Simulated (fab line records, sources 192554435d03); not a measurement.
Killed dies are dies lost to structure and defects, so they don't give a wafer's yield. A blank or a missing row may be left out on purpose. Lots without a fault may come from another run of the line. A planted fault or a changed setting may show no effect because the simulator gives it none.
Chamber matching | flow n5_finfet | N5_BEOL_M6_CURE_75 on uv_cure-03: 3 sister chambers
The step cures SiCOH lowk, time 120 s. 6 wafers are shown with their chamber, then 12 later ones without.

WAFERS WITH THEIR CHAMBER
wafer  | chamber | wafer_temp_C_max | lamp_power_pct (%)
L081.3 | 2       | 372.5            | 52.34
L081.5 | 2       | 372.4            | 52.27
L086.5 | 0       | 371.8            | 52.19
L086.6 | 0       | 371.8            | 52.36
L087.2 | 1       | 371.1            | 52.26
L087.5 | 1       | 372.2            | 52.36

WAFERS WITHOUT THEIR CHAMBER
wafer  | wafer_temp_C_max | lamp_power_pct (%)
L089.2 | 372.8            | 52.34
L089.3 | 372.1            | 52.43
L089.4 | 372.2            | 52.35
L090.1 | 371.6            | 52.23
L090.3 | 372.6            | 52.36
L090.6 | 372.0            | 52.37
L091.2 | 371.5            | 52.36
L091.5 | 371.7            | 52.34
L091.6 | 371.7            | 52.31
L092.1 | 371.4            | 52.24
L092.5 | 371.4            | 52.20
L092.6 | 371.1            | 52.33

WHICH CHAMBER EACH WENT THROUGH
wafer  | from the rows above          | in truth
L089.2 | can't be placed: 2 or 0 or 1 | 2
L089.3 | can't be placed: 2 or 1 or 0 | 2
L089.4 | can't be placed: 2 or 0 or 1 | 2
L090.1 | can't be placed: 0 or 1 or 2 | 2
L090.3 | can't be placed: 2 or 0 or 1 | 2
L090.6 | can't be placed: 1 or 0 or 2 | 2
L091.2 | can't be placed: 1 or 0 or 2 | 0
L091.5 | can't be placed: 1 or 0 or 2 | 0
L091.6 | can't be placed: 1 or 0 or 2 | 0
L092.1 | can't be placed: 0 or 1 or 2 | 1
L092.5 | can't be placed: 0 or 1 or 2 | 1
L092.6 | can't be placed: 1 or 0 or 2 | 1
Placed correctly: 0 of 12. Can't be placed from these rows: 12 (the true chamber is among the candidates in 12). Placed wrongly: 0.
How it was worked out, from the rows above alone: a wafer's distance from a chamber is the root of the sum, over the readings, of the square of ((its reading less the chamber's mean) divided by the reading's scatter). The wafer belongs to the nearest chamber; if the next one is less than 2 further off, it can't be placed. A chamber's mean is the mean of its shown wafers. The scatter: the root of (the sum of the squares of (reading less its chamber's mean) over the shown wafers, divided by (wafers less chambers)).
